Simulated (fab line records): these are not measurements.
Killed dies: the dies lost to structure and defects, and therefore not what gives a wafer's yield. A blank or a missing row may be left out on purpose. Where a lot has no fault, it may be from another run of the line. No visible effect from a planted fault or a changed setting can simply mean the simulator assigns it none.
2 desks looking at one fault | flow n5-finfet | what lay behind the numbers comes last; until then each desk has only its own

## THE METROLOGY DESK
Lot by lot, what the gauges showed, no matter which tool ran the lot: averages of those sampled wafers that carry a number. If a lot's mean is further than 4 standard deviations from the usual mean, the lot is out of limits and carries the mark OUT (the distance appears in the brackets).
Columns: A = cd-nm at N5_BEOL_M5_CD_MEAS_11, usual 27.91 nm
lot  | first seen here | A
L887 | day 8 21:10     | 27.87
L891 | day 9 19:58     | 27.58
L892 | day 10 08:11    | 27.87
L894 | day 10 17:16    | 28.20
L896 | day 11 02:38    | 28.01
L898 | day 11 05:22    | 27.98
L897 | day 11 11:44    | 27.89
L900 | day 11 19:41    | 27.48
L901 | day 12 15:14    | 27.81
L902 | day 12 18:55    | 28.06
L906 | day 13 14:11    | 27.87
L908 | day 14 01:53    | 27.93
This desk found nothing out of limits on any of the 12 lots.

## THE TOOL OWNER'S DESK: litho-track-04
The tool's own readings at N5_BEOL_M5_COAT_60 (time 60 s, resist thk 12 nm): means of the sampled wafers that have a number, for each lot that ran on this tool. If a lot's mean is further than 4 standard deviations from the usual mean, the lot is out of limits and carries the mark OUT (the distance appears in the brackets).
Columns: A = heater-power-total-W at N5_BEOL_M5_COAT_60, usual 427.1 W; B = plate-temp-C at N5_BEOL_M5_COAT_60, usual 219.94 C; C = run-length-s at N5_BEOL_M5_COAT_60, usual 66.15 s
lot  | first seen here | A                | B      | C
L891 | day 9 19:35     | 428.7            | 219.93 | 66.14
L892 | day 10 07:47    | 427.2            | 220.04 | 66.06
L894 | day 10 17:00    | 428.6            | 220.09 | 66.21
L901 | day 12 14:58    | 427.1            | 219.88 | 66.06
L906 | day 13 13:47    | 437.9 (+5.1) OUT | 220.01 | 63.81 (-23) OUT
This desk finds L906 out of limits, L906 being first, at day 13 13:47 (heater-power-total-W at N5_BEOL_M5_COAT_60). L891, L892, L894, L901: within limits.

## PUT TOGETHER
The tool owner's desk could have raised an alarm at day 13 13:47, on L906.
The metrology desk saw nothing out of limits.
The metrology desk holds a record of L906, inside its limits.
Every lot named ran N5_BEOL_M5_COAT_60 on litho-track-04.

## WHAT THE SIMULATOR PUT IN
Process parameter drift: litho-track-04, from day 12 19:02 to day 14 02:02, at N5_BEOL_M5_COAT_60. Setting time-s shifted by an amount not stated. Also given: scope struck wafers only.
Shown lots that were struck: L906.
Delay in hours, fault start to first out-of-limits reading, by desk: the tool owner's desk at 19.
